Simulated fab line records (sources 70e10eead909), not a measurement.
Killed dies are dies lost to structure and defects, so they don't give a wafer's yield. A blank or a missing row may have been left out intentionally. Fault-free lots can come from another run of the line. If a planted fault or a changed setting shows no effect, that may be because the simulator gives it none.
Matching of chambers || flow nandHarc || NHARC_P_M1_DESCUM_14 on rieDiel-08: 4 sister chambers
The step chemistry O2, time 3 s. 4 wafers are shown with their chamber, then 7 later ones without.

EACH WAFER AND ITS CHAMBER
{"wafer": "L081.5", "chamber": 1, "drypumpMotorCurrentA (A)": 5.6}
{"wafer": "L090.6", "chamber": 3, "drypumpMotorCurrentA (A)": 5.5}
{"wafer": "L092.1", "chamber": 2, "drypumpMotorCurrentA (A)": 5.2}
{"wafer": "L092.3", "chamber": 0, "drypumpMotorCurrentA (A)": 5.9}

WAFERS WITH NO CHAMBER GIVEN
{"wafer": "L092.4", "drypumpMotorCurrentA (A)": 5.6}
{"wafer": "L091.2", "drypumpMotorCurrentA (A)": 5.5}
{"wafer": "L091.3", "drypumpMotorCurrentA (A)": 5.3}
{"wafer": "L091.6", "drypumpMotorCurrentA (A)": 5.8}
{"wafer": "L097.2", "drypumpMotorCurrentA (A)": 5.2}
{"wafer": "L097.4", "drypumpMotorCurrentA (A)": 5.2}
{"wafer": "L097.6", "drypumpMotorCurrentA (A)": 5.6}

EACH ONE'S CHAMBER
{"wafer": "L092.4", "from the rows above": "can't be placed: 1 or 3", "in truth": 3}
{"wafer": "L091.2", "from the rows above": "can't be placed: 3 or 1", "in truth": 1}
{"wafer": "L091.3", "from the rows above": "can't be placed: 2 or 3", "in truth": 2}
{"wafer": "L091.6", "from the rows above": "can't be placed: 0 or 1", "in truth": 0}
{"wafer": "L097.2", "from the rows above": 2, "in truth": 2}
{"wafer": "L097.4", "from the rows above": 2, "in truth": 2}
{"wafer": "L097.6", "from the rows above": "can't be placed: 1 or 3", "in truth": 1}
2 of 7 placed correctly. Cannot be placed on the basis of these rows: 5; the candidates contain the true chamber in 5. 0 placed wrongly.
How it was worked out, from the rows above alone: a wafer's distance from a chamber is the root of the sum, over the readings, of the square of ((its reading less the chamber's mean) divided by the reading's scatter). If the next closest chamber is less than 2 further off than the closest, the wafer can't be placed; otherwise it belongs to the closest. A chamber's mean is the mean of its shown wafers. The scatter: root of mean squared gap, hidden wafer to nearest shown wafer, with one shown wafer a chamber.
